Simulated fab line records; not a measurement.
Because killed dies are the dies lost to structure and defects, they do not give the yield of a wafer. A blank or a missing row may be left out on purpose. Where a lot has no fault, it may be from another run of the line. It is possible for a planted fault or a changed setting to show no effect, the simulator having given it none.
Struck lot and sound lot, side by side + flow n5 finfet + 36 out of 1938 route steps
Sound: wafers L290.1, L290.4, L290.6. Struck: wafers L280.2, L280.6. At the end, the cause is stated.
For every step that has rows: the tool of each side, followed by ch and its chambers, followed by its first start. Under that, the readings that differ: sound wafers + struck wafers + difference of the means + sigmas: that difference in standard deviations of wafers without a fault.
alike: readings with means less than 2 such deviations apart, plus words and numbers identical on both sides. not compared: withheld readings, readings lacking a value on some wafer, bounds such as >300 that could conceal the same value, and numbers that have no deviation in the record and whose values overlap.
A row with sigmas, a row that says differs or no value, or rows on one side alone: a step with any of these is where the two part. When numbers do not overlap yet have no deviation, they are printed without sigmas and do not part them. Lack of a reading on every wafer of one side parts them only where that side has two or more wafers.

first, 9 steps without rows for these wafers: N5_BEOL_M10_ALD_74 (deposits TaN, target thk 2 nm, pulse time 2 s, purge time 3 s); N5_BEOL_M10_SURFACE_TREAT_76; N5_BEOL_M10_CVD_75 (deposits Co from CCTBA/H2, target thk 2 nm, time 138.9 s); N5_BEOL_M10_SPUTTER_48 (material Cu, target thk 12 nm, time 2 s); N5_BEOL_M10_ECD_50 (material Cu, target thk 318 nm); N5_BEOL_M10_ANNEAL_51 (time 90 s); N5_BEOL_M10_CMP_52 (polishes, stops on SiCOH lowk, t overpolish 7 s, target thk 140 nm); N5_BEOL_M10_PRE_CLEAN_55 (time 15 s); N5_BEOL_M10_DEP_56 (deposits SiCN from 3MS/NH3, target thk 15 nm, time 26.5 s).
N5_BEOL_M11_ILD_DEP_00: deposits SiCOH lowk from DEMS/porogen, target thk 308.51 nm, time 58 s.
  sound on pecvd-02 ch 0,2, day 17 02:58; struck on pecvd-02 ch 1,2, day 14 00:56
| reading                                             | sound             | struck      | difference                    | sigmas |
|-----------------------------------------------------|-------------------|-------------|-------------------------------|--------|
| rf fwd power W (W)                                  | 495.2 497.0 497.6 | - -         | no value on the struck wafers |        |
| run length s (s)                                    | 100.7 100.7 101.0 | 92.5 91.9   | -8.6                          | -15    |
| model.SiCOH_lowk_of_BEOL_M11_ILD_DEP_00.thk nm (nm) | 308.2 313.2 308.4 | 265.8 267.6 | -43.2                         |        |
  alike: heater power w, showerhead plenum p Torr, throttle valve pct
then, 1 step without rows for these wafers: N5_BEOL_M11_CURE_71 (cures SiCOH lowk, time 240 s).
N5_BEOL_M11_THK_MEAS_01:
  struck on film metro-01, day 14 01:31; sound on film metro-02, day 17 03:35
| reading          | sound       | struck  | difference | sigmas |
|------------------|-------------|---------|------------|--------|
| M11_ILD_THK (nm) | 268 272 268 | 230 232 | -38        | -10    |
then, 23 steps without rows for these wafers: N5_BEOL_M11_PECVD_70 (deposits SiO2 from TEOS/O2, target thk 20 nm, time 22.7 s); N5_BEOL_M11_HM_DEP_02 (deposits TiN, target thk 20 nm); N5_BEOL_M11_COAT_59 (time 60 s, resist thk 100 nm); N5_BEOL_M11_COAT_60 (time 60 s, resist thk 30 nm); N5_BEOL_M11_COAT_05 (resist thk 90 nm); N5_BEOL_M11_EBR_07; N5_BEOL_M11_SOFTBAKE_06 (time 60 s); N5_BEOL_M11_EXPOSE_08 (exposes mask M11); N5_BEOL_M11_PEB_09 (peb time 60 s); N5_BEOL_M11_DEVELOP_10 (develop time 30 s); N5_BEOL_M11_DESCUM_16 (chemistry O2, time 7.9 s); N5_BEOL_M11_ETCH_61 (etches SiARC in CF4, target depth 39 nm, time 65 s); N5_BEOL_M11_ETCH_62 (etches SOC in N2/H2, target depth 110 nm, overetch 22 nm, time 165 s); N5_BEOL_M11_STRIP_68 (strips in N2/H2); N5_BEOL_M11_STRIP_67 (strips in CF4); N5_BEOL_M11_HM_OPEN_17 (chemistry Cl2/BCl3, target TiN, target depth 20 nm, overetch 6 nm); N5_BEOL_M11_STRIP_19 (strips in O2); N5_BEOL_M11_COAT_63 (time 60 s, resist thk 100 nm); N5_BEOL_M11_COAT_64 (time 60 s, resist thk 30 nm); N5_BEOL_M11_COAT_22 (resist thk 90 nm); N5_BEOL_M11_EBR_24; N5_BEOL_M11_SOFTBAKE_23 (time 60 s); N5_BEOL_M11_EXPOSE_25 (exposes mask V10).
N5_BEOL_M11_CMP_52: polishes, stops on SiCOH lowk, t overpolish 7 s, target thk 140 nm.
  sound on cmp-01 ch 0,1, day 17 08:59; struck on cmp-01 ch 0,3, day 14 09:11
| reading                                             | sound           | struck    | difference | sigmas |
|-----------------------------------------------------|-----------------|-----------|------------|--------|
| model.SiCOH_lowk_of_BEOL_M11_ILD_DEP_00.thk nm (nm) | 264.6 269.2 265 | 227.4 229 | -38.1      |        |
  alike: clearing platen rpm, motor current A
  not compared: pad life wafers

## WHERE THEY PART
First at N5_BEOL_M11_ILD_DEP_00; last, within this record, at N5_BEOL_M11_THK_MEAS_01. Later steps at which nothing parts them and some readings are alike: N5_BEOL_M11_CMP_52.

WHY: whatever the simulator had introduced
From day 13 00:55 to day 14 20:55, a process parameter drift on pecvd-02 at N5_BEOL_M11_ILD_DEP_00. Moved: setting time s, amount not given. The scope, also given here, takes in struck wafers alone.
